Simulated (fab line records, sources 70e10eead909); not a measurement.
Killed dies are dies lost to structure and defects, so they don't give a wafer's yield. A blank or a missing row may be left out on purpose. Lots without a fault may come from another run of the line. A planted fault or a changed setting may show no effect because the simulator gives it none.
Which tool did it? | flow nand_harc | 13 lots, 39 wafers sampled, at 1 step of a route of 1159

WHAT THE GAUGES READ, wafer by wafer
NHARC_A_M1_THK_MEAS_24: measures by xrf. Usual: thk_nm 154.3 nm, standard deviation 1.5.
lot  | measured     | on            | thk_nm (nm)       | flag
L272 | day 18 03:53 | film_metro-01 | 153.2 154.4 154.3 |
L271 | day 18 04:24 | film_metro-02 | 154.9 154.8 153.5 |
L273 | day 18 13:04 | film_metro-02 | 155.3 155.8 153.4 |
L274 | day 18 13:23 | film_metro-02 | 155.8 153.8 152.2 |
L282 | day 20 12:43 | film_metro-02 | 150.7 154.1 155.4 |
L279 | day 21 00:38 | film_metro-01 | 151.7 151.9 153.4 |
L284 | day 21 04:28 | film_metro-01 | 154.5 153.0 155.2 |
L287 | day 22 15:57 | film_metro-01 | 153.8 154.2 154.9 |
L288 | day 22 16:54 | film_metro-01 | 154.0 156.4 155.9 |
L289 | day 22 20:26 | film_metro-01 | 155.2 156.6 155.2 |
L290 | day 23 03:00 | film_metro-01 | 154.3 153.6 155.1 |
L291 | day 23 13:28 | film_metro-01 | 153.2 155.2 155.0 |
L293 | day 23 17:23 | film_metro-01 | 152.3 152.9 153.7 |

WHICH TOOL RAN EACH LOT (tool, then ch and the chambers of the sampled wafers, then the start)
The record holds no process step before these readings.

WHAT THE TOOLS THEMSELVES READ (means of the sampled wafers that have a number; where no wafer has one, the mark that the record gives instead)
The record holds no such reading with a usual standard deviation.

THE ANSWER, worked out from the rows above alone
Rule: a lot is off if the mean of its wafers that have a number lies more than 3 standard deviations from the usual mean. A lot without any number at a reading at which 4 lots or more have one is off too. The other lots that the step has rows for count as sound. The gauges are gone through in route order, then the tools' own readings, and for those a lot's mean is taken as printed above. The first step at which some lot is off is used, and at that step the reading that is off furthest; a lot without a number counts as furthest.
No lot is off at any reading shown: from this, nothing can be told.

WHAT THE SIMULATOR HAD PUT IN
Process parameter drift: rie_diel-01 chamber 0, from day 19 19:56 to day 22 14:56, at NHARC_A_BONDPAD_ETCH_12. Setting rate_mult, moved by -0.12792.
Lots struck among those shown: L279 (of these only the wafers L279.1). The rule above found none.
